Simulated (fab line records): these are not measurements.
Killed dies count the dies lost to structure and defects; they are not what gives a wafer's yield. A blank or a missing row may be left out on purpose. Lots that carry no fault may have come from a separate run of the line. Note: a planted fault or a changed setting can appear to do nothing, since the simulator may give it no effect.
fab line records + flow n5Finfet
record
- lots=6
- wafers=18
- lastDay=18
route steps=1938 shown BEOL_M11@1563
lots with no fault: from the same line, run without faults
startH: the number of hours between the record's first day and the start of the first shown wafer of the lot + waitH: hours since the lot's step before + " the same as in the row above + L1.1+2: several wafers, shown together as one row + - value missing, or start not given + * or withheld: withheld + < > ~ a bound
route shown NAME@n: names a module that has steps shown in the file, with the first one's number in the route + usual: mean/standard deviation taken from wafers without a fault + same: alike in all rows + chamber/n: place in a boat + sites: readings site by site + _std_site: the values' standard deviation + _edge_site: inner sites' mean taken away from outer sites' mean + radiusMm: for every site, how far away it sits from the centre of the wafer + mask NAME#n: copy n + behind: the last tool/chamber to shape the wafer + hold: what put the lot on hold/how long, in hours/how the hold closed + device: the transistor (n, p or np) that didn't switch + end of line: the tests these same wafers got at the end of their route + step lacking rows: just its recipe + killed: the dies lost at the first sort to structure and to defects; this is not the yield of the wafer + map: shows each die of a wafer: x if killed, . if not, _ if none is there
set.NAME: the setting the step ran with; set.NAME@STEP: the setting that earlier step ran with + model.NAME: the simulator's own value behind a step, which no gauge read
a table for each step, a row for each wafer; lots at some steps of the route
services: a tool's chamber out of use, with start hour (startH, from the record's first day; less than 0 if before it), hours out, and reason
## steps
# step N5_BEOL_M11_EBR_24
# recipe
- solvent=PGMEA
- ebrWidthMm=1.5
# step N5_BEOL_M11_SOFTBAKE_23
# recipe
- tempC=110
- timeS=60
- resist=CAR-ArF
# step N5_BEOL_M11_EXPOSE_25
# recipe
- maskId=V10
- na=1.35
- sourceShape=annular
- sigmaInner=0.5
- sigmaOuter=0.8
- polarization=unpolarized
- doseMj=85.5
# step N5_BEOL_M11_PEB_26
# recipe
- pebTempC=withheld
- pebTimeS=60
- resist=CAR-ArF
# step N5_BEOL_M11_DEVELOP_27
# recipe
- developTimeS=30
- developer=TMAH
- resist=CAR-ArF
- rinseLiquid=diw
- dry=airSpin
- devTempC=23
# step N5_BEOL_M11_CD_MEAS_28
# recipe
- targetCdNm=70
- landingEnergyEv=500
- detector=seInlens
- polarity=opening
# usual
- cdNm=69.7/0.81
| lot.wafer | tool     | chamber | startH | waitH | cdNm |
|-----------|----------|---------|--------|-------|------|
| L230.1    | cdSem-01 | 0       | 269.88 | -     | 68.8 |
| L230.3    | "        | 0       | "      | "     | 69.6 |
| L230.4    | "        | 0       | "      | "     | 68.6 |
| L234.2    | cdSem-01 | 0       | 302.32 | -     | 68.4 |
| L234.4    | "        | 0       | "      | "     | 69.0 |
| L234.6    | "        | 0       | "      | "     | 69.0 |
| L239.2    | cdSem-03 | 0       | 322.79 | -     | 69.0 |
| L239.3    | "        | 0       | "      | "     | 69.5 |
| L239.5    | "        | 0       | "      | "     | 69.6 |
| L242.2    | cdSem-01 | 0       | 349.91 | -     | 68.4 |
| L242.3    | "        | 0       | "      | "     | 70.2 |
| L242.5    | "        | 0       | "      | "     | 70.3 |
| L244.1    | cdSem-01 | 0       | 353.26 | -     | 70.0 |
| L244.3    | "        | 0       | "      | "     | 69.6 |
| L244.6    | "        | 0       | "      | "     | 69.4 |
| L249.2    | cdSem-03 | 0       | 385.84 | -     | 71.3 |
| L249.4    | "        | 0       | "      | "     | 72.1 |
| L249.6    | "        | 0       | "      | "     | 71.4 |
# step N5_BEOL_M11_OVL_MEAS_29
# recipe
- pointsPerWafer=44
# usual
- V10_OVL=0.1/0.68
| lot.wafer | tool       | chamber | startH | waitH | V10_OVL[nm] |
|-----------|------------|---------|--------|-------|-------------|
| L230.1    | overlay-01 | 0       | 269.91 | 0.0   | -0.4        |
| L230.3    | "          | 0       | "      | "     | 0.6         |
| L230.4    | "          | 0       | "      | "     | 0.2         |
| L234.2    | overlay-01 | 0       | 302.35 | 0.0   | -1.4        |
| L234.4    | "          | 0       | "      | "     | -0.8        |
| L234.6    | "          | 0       | "      | "     | -0.3        |
| L239.2    | overlay-01 | 0       | 322.82 | 0.0   | -0.2        |
| L239.3    | "          | 0       | "      | "     | -0.4        |
| L239.5    | "          | 0       | "      | "     | 0.0         |
| L242.2    | overlay-01 | 0       | 349.94 | 0.0   | 0.0         |
| L242.3    | "          | 0       | "      | "     | 0.6         |
| L242.5    | "          | 0       | "      | "     | 0.8         |
| L244.1    | overlay-01 | 0       | 353.29 | 0.0   | -0.2        |
| L244.3    | "          | 0       | "      | "     | -0.8        |
| L244.6    | "          | 0       | "      | "     | 1.1         |
| L249.2    | overlay-01 | 0       | 385.87 | 0.0   | -0.6        |
| L249.4    | "          | 0       | "      | "     | -0.4        |
| L249.6    | "          | 0       | "      | "     | 0.3         |
# step N5_BEOL_M11_INSPECT_30
# recipe
- mode=adi
- inspectInstrument=brightfield
# usual
- rawDefectCount=408/78
| lot.wafer | tool             | chamber | startH | waitH | rawDefectCount |
|-----------|------------------|---------|--------|-------|----------------|
| L230.1    | defectInspect-01 | -       | 269.94 | 0.0   | 423            |
| L230.3    | "                | -       | "      | "     | 338            |
| L230.4    | "                | -       | "      | "     | 319            |
| L234.2    | defectInspect-02 | -       | 302.37 | 0.0   | 360            |
| L234.4    | "                | -       | "      | "     | 368            |
| L234.6    | "                | -       | "      | "     | 396            |
| L239.2    | defectInspect-02 | -       | 322.84 | 0.0   | 280            |
| L239.3    | "                | -       | "      | "     | 325            |
| L239.5    | "                | -       | "      | "     | 391            |
| L242.2    | defectInspect-02 | -       | 349.97 | 0.0   | 349            |
| L242.3    | "                | -       | "      | "     | 430            |
| L242.5    | "                | -       | "      | "     | 262            |
| L244.1    | defectInspect-02 | -       | 353.32 | 0.0   | 420            |
| L244.3    | "                | -       | "      | "     | 478            |
| L244.6    | "                | -       | "      | "     | 470            |
| L249.2    | defectInspect-01 | -       | 385.90 | 0.0   | 432            |
| L249.4    | "                | -       | "      | "     | 452            |
| L249.6    | "                | -       | "      | "     | 268            |
# step N5_BEOL_M11_DESCUM_33
# recipe
- chemistry=O2
- timeS=7.9
- sourcePowerW=50
- biasPowerW=20
- pressureMtorr=20
- rfFrequencyHz=2.712e+07
- tempC=40
- resist=CAR-ArF
- o2FlowSccm=225
# usual
- drypumpMotorCurrentA=5.8/0.38
- oesProductAu=0.78/0.09
- rfVppV=243.0/1.4
- showerheadPlenumPTorr=2.07/0.065
- throttleValvePct=20.49/0.21
# same
- timeS=7.9
| lot.wafer | tool       | chamber | startH | waitH | drypumpMotorCurrentA | oesProductAu | rfHoursCounterH | rfVppV | showerheadPlenumPTorr | throttleValvePct |
|-----------|------------|---------|--------|-------|----------------------|--------------|-----------------|--------|-----------------------|------------------|
| L230.1    | rieDiel-03 | 0       | 270.07 | 0.1   | 5.9                  | 0.79         | 117             | 246.4  | 2.18                  | 20.43            |
| L230.3    | "          | 1       | "      | "     | 5.7                  | 0.71         | 206             | 243.8  | 2.07                  | 20.76            |
| L230.4    | "          | 3       | "      | "     | 5.5                  | 0.70         | 197             | 243.7  | 2.17                  | 20.60            |
| L234.2    | rieDiel-03 | 3       | 302.78 | 0.4   | 5.5                  | 0.69         | 208             | 244.6  | 2.16                  | 20.63            |
| L234.4    | "          | 0       | "      | "     | 5.9                  | 0.78         | 128             | 245.6  | 2.18                  | 20.43            |
| L234.6    | "          | 0       | "      | "     | 5.9                  | 0.78         | -               | 244.5  | 2.18                  | 20.45            |
| L239.2    | rieDiel-03 | 0       | 322.93 | 0.1   | 6.0                  | 0.76         | 137             | 243.7  | 2.17                  | 20.45            |
| L239.3    | "          | 3       | "      | "     | 5.4                  | 0.68         | 217             | 245.2  | 2.16                  | 20.65            |
| L239.5    | "          | 0       | "      | "     | 5.9                  | 0.77         | -               | 245.6  | 2.17                  | 20.45            |
| L242.2    | rieDiel-02 | 1       | 352.00 | 2.0   | 5.6                  | 0.70         | 210             | 241.6  | 1.99                  | 20.78            |
| L242.3    | "          | 3       | "      | "     | 5.9                  | 0.69         | 229             | 241.4  | 1.99                  | 20.47            |
| L242.5    | "          | 2       | "      | "     | 6.0                  | 0.81         | -               | 241.1  | 2.02                  | 20.55            |
| L244.1    | rieDiel-05 | 1       | 354.38 | 1.1   | 5.3                  | 0.83         | 93              | 242.9  | 2.12                  | 20.28            |
| L244.3    | "          | 2       | "      | "     | 6.2                  | 0.86         | 62              | 243.6  | 2.03                  | 20.45            |
| L244.6    | "          | 1       | "      | "     | 5.3                  | 0.83         | -               | 243.5  | 2.12                  | 20.28            |
| L249.2    | rieDiel-05 | 2       | 385.93 | 0.0   | 6.2                  | 0.85         | 71              | 240.8  | 2.03                  | 20.46            |
| L249.4    | "          | 1       | "      | "     | 5.4                  | 0.82         | -               | 243.3  | 2.11                  | 20.29            |
| L249.6    | "          | 2       | "      | "     | 6.2                  | 0.85         | -               | 242.5  | 2.03                  | 20.46            |
# step N5_BEOL_M11_ETCH_65
# recipe
- chemistry=CF4
- target=SiARC
- targetDepthA=390
- maskMaterial=CAR-ArF
- timeS=65
- ionEnergyEv=80
- pressureMtorr=40
- sourceW=545
- biasW=36
- Ar_flow_sccm=100
- cf4FlowSccm=100
- ends=cleared
# usual
- drypumpMotorCurrentA=5.8/0.38
- etchRfOnTimeS=64.9/0.88
- oesProductAu=0.66/0.076
- rfVppV=183.8/1.2
- showerheadPlenumPTorr=2.12/0.064
- throttleValvePct=15.66/0.25
| lot.wafer | tool       | chamber | startH | waitH | drypumpMotorCurrentA | etchRfOnTimeS | oesProductAu | rfHoursCounterH | rfVppV | showerheadPlenumPTorr | throttleValvePct |
|-----------|------------|---------|--------|-------|----------------------|---------------|--------------|-----------------|--------|-----------------------|------------------|
| L230.1    | rieDiel-03 | 0       | 270.10 | 0.0   | 5.9                  | 64.3          | 0.67         | 117             | 184.7  | 2.24                  | 15.70            |
| L230.3    | "          | 1       | "      | "     | 5.8                  | 65.0          | 0.61         | 206             | 184.5  | 2.12                  | 15.97            |
| L230.4    | "          | 3       | "      | "     | 5.5                  | 65.5          | 0.59         | 197             | 185.5  | 2.21                  | 15.81            |
| L234.2    | rieDiel-03 | 3       | 302.81 | 0.0   | 5.5                  | 65.8          | 0.58         | 208             | 184.2  | 2.21                  | 15.82            |
| L234.4    | "          | 0       | "      | "     | 5.9                  | 64.3          | 0.68         | 128             | 184.3  | 2.23                  | 15.69            |
| L234.6    | "          | 0       | "      | "     | 5.9                  | 64.1          | 0.68         | -               | 185.4  | 2.23                  | 15.69            |
| L239.2    | rieDiel-03 | 0       | 322.96 | 0.0   | 5.9                  | 64.1          | 0.66         | 137             | 184.3  | 2.23                  | 15.73            |
| L239.3    | "          | 3       | "      | "     | 5.4                  | 65.6          | 0.58         | 217             | 186.4  | 2.20                  | 15.82            |
| L239.5    | "          | 0       | "      | "     | 5.9                  | 64.4          | 0.66         | -               | 186.3  | 2.23                  | 15.72            |
| L242.2    | rieDiel-02 | 1       | 352.03 | 0.0   | 5.6                  | 65.1          | 0.61         | 210             | 183.8  | 2.03                  | 15.92            |
| L242.3    | "          | 3       | "      | "     | 5.9                  | 63.8          | 0.60         | 229             | 183.1  | 2.04                  | 15.69            |
| L242.5    | "          | 2       | "      | "     | 6.0                  | 63.4          | 0.69         | -               | 183.0  | 2.07                  | 15.69            |
| L244.1    | rieDiel-05 | 1       | 354.41 | 0.0   | 5.4                  | 65.6          | 0.70         | 93              | 183.9  | 2.16                  | 15.38            |
| L244.3    | "          | 2       | "      | "     | 6.2                  | 65.0          | 0.73         | 62              | 184.4  | 2.09                  | 15.64            |
| L244.6    | "          | 1       | "      | "     | 5.4                  | 64.8          | 0.70         | -               | 184.4  | 2.16                  | 15.38            |
| L249.2    | rieDiel-05 | 2       | 385.97 | 0.0   | 6.2                  | 63.4          | 0.72         | 71              | 181.5  | 2.09                  | 15.66            |
| L249.4    | "          | 1       | "      | "     | 5.3                  | 64.3          | 0.70         | -               | 183.4  | 2.15                  | 15.40            |
| L249.6    | "          | 2       | "      | "     | 6.2                  | 63.4          | 0.73         | -               | 183.3  | 2.09                  | 15.64            |
# step N5_BEOL_M11_ETCH_66
# recipe
- chemistry=N2/H2
- target=SOC
- targetDepthA=1200
- overetchA=240
- maskMaterial=SiARC
- tempC=40
- timeS=180
- ionEnergyEv=200
- pressureMtorr=30
- sourceW=840
- biasW=150
- n2FlowSccm=200
- h2FlowSccm=200
# usual
- drypumpMotorCurrentA=5.8/0.38
- h2FlowSccm=200.1/0.56
- oesProductAu=0.63/0.069
- rfVppV=523.3/2.4
- runLengthS=203.5/0.38
- showerheadPlenumPTorr=2.52/0.081
- throttleValvePct=17.90/0.24
# same
- timeS=180
| lot.wafer | tool       | chamber | startH | waitH | drypumpMotorCurrentA | h2FlowSccm | oesProductAu | rfHoursCounterH | rfVppV | runLengthS | showerheadPlenumPTorr | throttleValvePct |
|-----------|------------|---------|--------|-------|----------------------|------------|--------------|-----------------|--------|------------|-----------------------|------------------|
| L230.1    | rieDiel-03 | 0       | 270.15 | 0.0   | 6.0                  | 199.9      | 0.65         | 117             | 527.0  | 203.1      | 2.67                  | 18.01            |
| L230.3    | "          | 1       | "      | "     | 5.8                  | 199.7      | 0.57         | 206             | 523.1  | 203.6      | 2.52                  | 18.31            |
| L230.4    | "          | 3       | "      | "     | 5.5                  | 200.1      | 0.57         | 197             | 525.9  | 204.2      | 2.63                  | 17.98            |
| L234.2    | rieDiel-03 | 3       | 302.86 | 0.0   | 5.5                  | 201.0      | 0.56         | 208             | 526.0  | 203.9      | 2.63                  | 18.00            |
| L234.4    | "          | 0       | "      | "     | 5.9                  | 200.3      | 0.62         | 128             | 527.0  | 203.6      | 2.66                  | 18.01            |
| L234.6    | "          | 0       | "      | "     | 5.9                  | 199.5      | 0.63         | -               | 528.1  | 203.3      | 2.66                  | 18.02            |
| L239.2    | rieDiel-03 | 0       | 323.01 | 0.0   | 6.0                  | 199.7      | 0.63         | 137             | 527.7  | 203.4      | 2.66                  | 18.03            |
| L239.3    | "          | 3       | "      | "     | 5.5                  | 199.6      | 0.55         | 217             | 525.9  | 203.9      | 2.62                  | 18.03            |
| L239.5    | "          | 0       | "      | "     | 5.9                  | 199.8      | 0.63         | -               | 527.0  | 203.8      | 2.66                  | 18.04            |
| L242.2    | rieDiel-02 | 1       | 352.08 | 0.0   | 5.6                  | 199.9      | 0.58         | 210             | 520.1  | 203.7      | 2.41                  | 18.17            |
| L242.3    | "          | 3       | "      | "     | 5.9                  | 199.9      | 0.56         | 229             | 519.6  | 203.9      | 2.41                  | 17.95            |
| L242.5    | "          | 2       | "      | "     | 6.1                  | 200.1      | 0.65         | -               | 520.9  | 203.3      | 2.45                  | 17.88            |
| L244.1    | rieDiel-05 | 1       | 354.46 | 0.0   | 5.3                  | 200.1      | 0.67         | 93              | 524.3  | 203.3      | 2.57                  | 17.67            |
| L244.3    | "          | 2       | "      | "     | 6.2                  | 200.0      | 0.69         | 62              | 522.3  | 203.3      | 2.47                  | 17.77            |
| L244.6    | "          | 1       | "      | "     | 5.4                  | 200.7      | 0.66         | -               | 524.4  | 203.3      | 2.57                  | 17.68            |
| L249.2    | rieDiel-05 | 2       | 386.02 | 0.0   | 6.2                  | 200.4      | 0.68         | 71              | 521.5  | 203.5      | 2.47                  | 17.77            |
| L249.4    | "          | 1       | "      | "     | 5.4                  | 199.4      | 0.65         | -               | 524.6  | 203.2      | 2.57                  | 17.72            |
| L249.6    | "          | 2       | "      | "     | 6.2                  | 201.4      | 0.67         | -               | 521.8  | 203.3      | 2.47                  | 17.79            |
# step N5_BEOL_M11_STRIP_69
# recipe
- chemistry=N2/H2
- tempC=40
- n2FlowSccm=200
- h2FlowSccm=200
- rfFrequencyHz=6e+07
# step N5_BEOL_M11_VIA_ETCH_34
# recipe
- chemistry=C4F6/O2
- target=SiCOH_lowk
- targetDepthA=1845
- maskMaterial=SOC
- taperDeg=4
- timeS=69.2
- ionEnergyEv=250
- pressureMtorr=30
- sourceW=345
- biasW=185
- Ar_flow_sccm=300
- C4F6_flow_sccm=10
- O2_flow_sccm=10
# usual
- C4F6_flow_sccm=10.00/0.032
- drypumpMotorCurrentA=5.8/0.38
- oesProductAu=0.78/0.089
- rfVppV=665/5.6
- runLengthS=92.7/0.35
- showerheadPlenumPTorr=2.82/0.086
- throttleValvePct=20.97/0.23
| lot.wafer | tool       | chamber | startH | waitH | C4F6_flow_sccm | drypumpMotorCurrentA | oesProductAu | rfHoursCounterH | rfVppV | runLengthS | showerheadPlenumPTorr | throttleValvePct | model.etch.depthNm | model.SOC_of_BEOL_M11_COAT_63.thkNm |
|-----------|------------|---------|--------|-------|----------------|----------------------|--------------|-----------------|--------|------------|-----------------------|------------------|--------------------|-------------------------------------|
| L230.1    | rieDiel-03 | 0       | 270.28 | 0.0   | 9.95           | 6.0                  | 0.79         | 117             | 669    | 92.7       | 2.97                  | 20.95            | 183                | 92.6                                |
| L230.3    | "          | 1       | "      | "     | 9.97           | 5.7                  | 0.70         | 207             | 660    | 93.1       | 2.84                  | 21.36            | 180.8              | 92.2                                |
| L230.4    | "          | 3       | "      | "     | 10.00          | 5.5                  | 0.69         | 197             | 670    | 93.5       | 2.95                  | 21.10            | 180.9              | 92.6                                |
| L234.2    | rieDiel-03 | 3       | 302.99 | 0.0   | 9.93           | 5.5                  | 0.68         | 209             | 669    | 99.1       | 2.94                  | 21.12            | 197                | 91.2                                |
| L234.4    | "          | 0       | "      | "     | 10.04          | 5.9                  | 0.77         | 128             | 666    | 92.6       | 2.96                  | 20.97            | 183.2              | 92                                  |
| L234.6    | "          | 0       | "      | "     | 10.00          | 6.0                  | 0.77         | -               | 666    | 98.3       | 2.96                  | 20.96            | 198.7              | 91.2                                |
| L239.2    | rieDiel-03 | 0       | 323.14 | 0.0   | 9.95           | 5.9                  | 0.77         | 137             | 666    | 98.7       | 2.96                  | 20.97            | 199.2              | 91.4                                |
| L239.3    | "          | 3       | "      | "     | 9.97           | 5.5                  | 0.68         | 217             | 669    | 93.3       | 2.94                  | 21.15            | 179.8              | 92.4                                |
| L239.5    | "          | 0       | "      | "     | 9.97           | 5.9                  | 0.76         | -               | 667    | 92.8       | 2.96                  | 20.97            | 181.3              | 92.4                                |
| L242.2    | rieDiel-02 | 1       | 352.21 | 0.0   | 10.02          | 5.6                  | 0.71         | 210             | 658    | 93.0       | 2.70                  | 21.18            | 181.1              | 91.6                                |
| L242.3    | "          | 3       | "      | "     | 9.98           | 5.9                  | 0.70         | 229             | 652    | 93.0       | 2.70                  | 20.88            | 185.9              | 91.8                                |
| L242.5    | "          | 2       | "      | "     | 10.05          | 6.1                  | 0.80         | -               | 665    | 92.7       | 2.76                  | 21.00            | 185.3              | 91.4                                |
| L244.1    | rieDiel-05 | 1       | 354.59 | 0.0   | 10.00          | 5.4                  | 0.81         | 93              | 670    | 92.9       | 2.88                  | 20.74            | 183.9              | 92                                  |
| L244.3    | "          | 2       | "      | "     | 9.92           | 6.2                  | 0.86         | 62              | 665    | 93.5       | 2.77                  | 20.95            | 184.2              | 92.4                                |
| L244.6    | "          | 1       | "      | "     | 10.05          | 5.3                  | 0.82         | -               | 671    | 92.9       | 2.88                  | 20.74            | 183.5              | 92                                  |
| L249.2    | rieDiel-05 | 2       | 386.14 | 0.0   | 10.00          | 6.2                  | 0.84         | 71              | 666    | 92.6       | 2.77                  | 20.97            | 184.5              | 91.8                                |
| L249.4    | "          | 1       | "      | "     | 9.99           | 5.3                  | 0.82         | -               | 669    | 92.8       | 2.87                  | 20.76            | 184.1              | 91.4                                |
| L249.6    | "          | 2       | "      | "     | 10.00          | 6.2                  | 0.84         | -               | 666    | 92.7       | 2.77                  | 20.95            | 185.4              | 91.4                                |
# step N5_BEOL_M11_STRIP_73
# recipe
- chemistry=C4F6/O2
- resist=SiARC
- rfFrequencyHz=6e+07
## services
| tool       | chamber | startH | hours | kind                         |
|------------|---------|--------|-------|------------------------------|
| rieDiel-05 | 0       | 249.90 | 1.2   | repair                       |
| rieDiel-02 | 3       | 250.98 | 4.4   | repair                       |
| rieDiel-03 | 3       | 251.86 | 6.5   | repair                       |
| rieDiel-05 | 2       | 281.14 | 7.1   | repair                       |
| rieDiel-02 | 0       | 294.77 | 12.3  | repair                       |
| rieDiel-03 | 1       | 312.30 | 15.5  | repair                       |
| rieDiel-05 | 3       | 315.21 | 3.1   | repair                       |
| rieDiel-05 | 0       | 321.37 | -     | clean                        |
| rieDiel-05 | 0       | 321.37 | -     | consumableReplace:focusRing  |
| rieDiel-05 | 0       | 321.37 | 26.0  | scheduledDown                |
| rieDiel-05 | 0       | 321.37 | 26.0  | ventCycle                    |
| rieDiel-02 | 2       | 322.19 | 4.5   | repair                       |
| rieDiel-03 | -       | 327.21 | 28.1  | pm                           |
| rieDiel-05 | -       | 329.22 | 0.3   | repair                       |
| rieDiel-02 | -       | 332.96 | 1.8   | repair                       |
| rieDiel-02 | 0       | 350.85 | 2.9   | repair                       |
| rieDiel-03 | 2       | 358.60 | -     | clean                        |
| rieDiel-03 | 2       | 358.60 | -     | consumableReplace:focusRing  |
| rieDiel-03 | 2       | 358.60 | -     | consumableReplace:showerhead |
| rieDiel-03 | 2       | 358.60 | 21.6  | scheduledDown                |
| rieDiel-03 | 2       | 358.60 | 21.6  | ventCycle                    |
| rieDiel-02 | -       | 368.45 | 4.3   | pm                           |
| rieDiel-03 | -       | 374.24 | 1.1   | repair                       |
| rieDiel-05 | 3       | 381.29 | 7.0   | repair                       |
## key
firstSign
- step=N5_BEOL_M11_VIA_ETCH_34
- reading=runLengthS
- direction=up
- sigmas=17
- usual=*
- struck=*
effect none on later readings
modelEffect
- step=N5_BEOL_M11_VIA_ETCH_34
- value=etch.depthNm
- without=183.2
- struck=198.3
metAt N5_BEOL_M11_VIA_ETCH_34
struckWafers L234.2,L234.6,L239.2
onsetBetween 270.28 302.99
fault
- kind=processParameterDrift
- tool=rieDiel-03
- chamber=-
- onsetH=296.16
- steps=N5_BEOL_M11_VIA_ETCH_34
- channel=timeS
- offset=*
- shape=step
- endH=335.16
- scope=struckWafersOnly
- actsIn=*
- stated=*
